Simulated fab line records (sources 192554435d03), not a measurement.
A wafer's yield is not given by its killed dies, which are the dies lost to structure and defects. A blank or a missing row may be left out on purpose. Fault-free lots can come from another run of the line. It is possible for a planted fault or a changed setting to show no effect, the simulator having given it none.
Chamber matching | flow n5Finfet | N5_BEOL_M15_ETCH_57 on rieDiel-02: 4 sister chambers
The step etches SOC in N2/H2, time 750 s. 4 wafers are shown with their chamber, then 9 later ones without.

## WAFERS, EACH WITH ITS CHAMBER
wafer  | chamber | drypumpMotorCurrentA (A)
L084.4 | 0       | 6.2
L088.2 | 1       | 6.6
L088.5 | 2       | 6.2
L088.6 | 3       | 5.3

## WAFERS MISSING THEIR CHAMBER
wafer  | drypumpMotorCurrentA (A)
L092.2 | 5.3
L092.4 | 6.1
L092.6 | 6.6
L094.1 | 5.2
L094.5 | 6.6
L094.6 | 6.1
L096.2 | 5.3
L096.4 | 6.2
L096.6 | 6.6

## WHICH CHAMBER EACH WENT THROUGH
wafer  | from the rows above     | in truth
L092.2 | 3                       | 3
L092.4 | can't be placed: 0 or 2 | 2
L092.6 | 1                       | 1
L094.1 | 3                       | 3
L094.5 | 1                       | 1
L094.6 | can't be placed: 0 or 2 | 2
L096.2 | 3                       | 3
L096.4 | can't be placed: 0 or 2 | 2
L096.6 | 1                       | 1
Correctly placed: 6 of 9. Not placeable from these rows: 3 (in 3, the candidates include the true chamber). Number placed wrongly: 0.
How it was worked out, from the rows above alone: a wafer's distance from a chamber is the root of the sum, over the readings, of the square of ((its reading less the chamber's mean) divided by the reading's scatter). The wafer belongs to the nearest chamber; if the next one is less than 2 further off, it can't be placed. For every chamber, the mean is computed from those of its wafers that are shown. The scatter: with one shown wafer a chamber, the root of the mean of the squares of how far each hidden wafer lies from its nearest shown one.
